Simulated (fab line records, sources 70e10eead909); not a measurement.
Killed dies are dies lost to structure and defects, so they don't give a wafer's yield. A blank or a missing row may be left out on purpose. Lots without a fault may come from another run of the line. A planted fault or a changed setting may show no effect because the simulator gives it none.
A struck lot beside a sound one | flow nand_harc | 13 steps out of a route of 1302
Sound: wafers L384.4, L384.5, L384.6. Struck: wafers L377.3, L377.6. (L377.4 of the same lot was not struck and is left out.) The cause comes at the end.
At each step with rows: each side's tool, then ch and its chambers, then its first start. Under that, the readings that differ: sound wafers | struck wafers | difference of the means | sigmas: that difference in standard deviations of wafers without a fault.
alike: readings whose means differ by less than 2 such deviations, and words and numbers that are the same on both sides. not compared: withheld readings, readings that some wafer has no value for, bounds like >300 that may hide the same value, and numbers for which the record gives no deviation and whose values overlap.
The two part at a step that has a row with sigmas, a row that says differs or no value, or rows on one side only. Numbers that don't overlap but have no deviation are shown without sigmas and don't part them. A reading that every wafer of one side lacks parts them only if that side has two wafers or more.

NHARC_A_WL_FILL_CVD_03: deposits W, target thk 40 nm, time 279 s.
  sound on cvd_w-01 ch 0,1, day 28 12:56; struck on cvd_w-01 ch 1, day 26 09:22
  alike: heater_power_w, mfc_ar_sccm, mfc_wf6_sccm, throttle_valve_pct
NHARC_A_WL_FILL_ETCHBACK_04: etches the open film in NF3, target depth 60 nm, time 120 s.
  sound on rie_metal-03 ch 0,1, day 28 13:15; struck on rie_metal-03 ch 1, day 26 09:41
  alike: drypump_motor_current_A, oes_product_au, run_length_s
  not compared: rf_hours_counter_h
then, 1 step without rows for these wafers: NHARC_A_WL_FILL_ETCHBACK_05 (etches the open film in Cl2/BCl3, target depth 22 nm, time 60 s).
NHARC_A_WL_FILL_STRIP_27: strips in N2/H2, time 20 s.
  sound on plasma_asher-02 ch 0,1, day 28 13:34; struck on plasma_asher-01 ch 1, day 26 10:03
  reading                     | sound          | struck    | difference | sigmas
  drypump_motor_current_A (A) | 5.63 5.52 5.63 | 6.21 6.21 | +0.62      | +2
  alike: heater_power_w
  not compared: rf_hours_counter_h
then, 4 steps without rows for these wafers: NHARC_A_WL_FILL_STRIP_28 (strips in post etch residue remover, time 1200 s); NHARC_A_WL_FILL_PRECLEAN_06 (cleans in DIW, time 300 s); NHARC_A_WL_FILL_SRD_07; NHARC_A_WL_FILL_ANNEAL_08 (time 1800 s).
NHARC_A_WL_FILL_ALD_10: deposits SiO2, target thk 50 nm, pulse time 10 s, ald cycles 500.
  sound on ald_hk-01 ch 0,3, day 28 19:37; struck on ald_hk-03 ch 0,1, day 26 17:59
  alike: heater_power_w, precursor_pulse_height_rel
then, 1 step without rows for these wafers: NHARC_A_WL_FILL_ETCHBACK_16 (etches the open film in C4F8/O2/Ar, target depth 120 nm, time 24 s).
NHARC_A_WL_FILL_STRIP_29: strips in O2, time 20 s.
  sound on rie_diel-07 ch 0,1, day 29 00:18; struck on rie_diel-07 ch 0,2, day 26 21:46
  alike: drypump_motor_current_A, mfc_ar_sccm, o2_flow_sccm, oes_product_au, rf_vpp_V, showerhead_plenum_p_Torr, throttle_valve_pct
  not compared: rf_hours_counter_h
NHARC_A_WL_FILL_ETCHBACK_17: etches the open film in Cl2/BCl3, target depth 4 nm, time 26.7 s.
  sound on rie_metal-03 ch 0,1, day 29 00:26; struck on rie_metal-01 ch 1, day 26 21:53
  reading          | sound          | struck    | difference | sigmas
  run_length_s (s) | 47.9 48.7 48.1 | 39.9 40.2 | -8.2       | -20
  alike: drypump_motor_current_A, oes_product_au
  not compared: rf_hours_counter_h
then, 1 step without rows for these wafers: NHARC_A_WL_FILL_PRECLEAN_18 (cleans in dHF, time 30 s).

WHERE THEY PART
First at NHARC_A_WL_FILL_STRIP_27; last, within this record, at NHARC_A_WL_FILL_ETCHBACK_17.

WHY: what the simulator had put in
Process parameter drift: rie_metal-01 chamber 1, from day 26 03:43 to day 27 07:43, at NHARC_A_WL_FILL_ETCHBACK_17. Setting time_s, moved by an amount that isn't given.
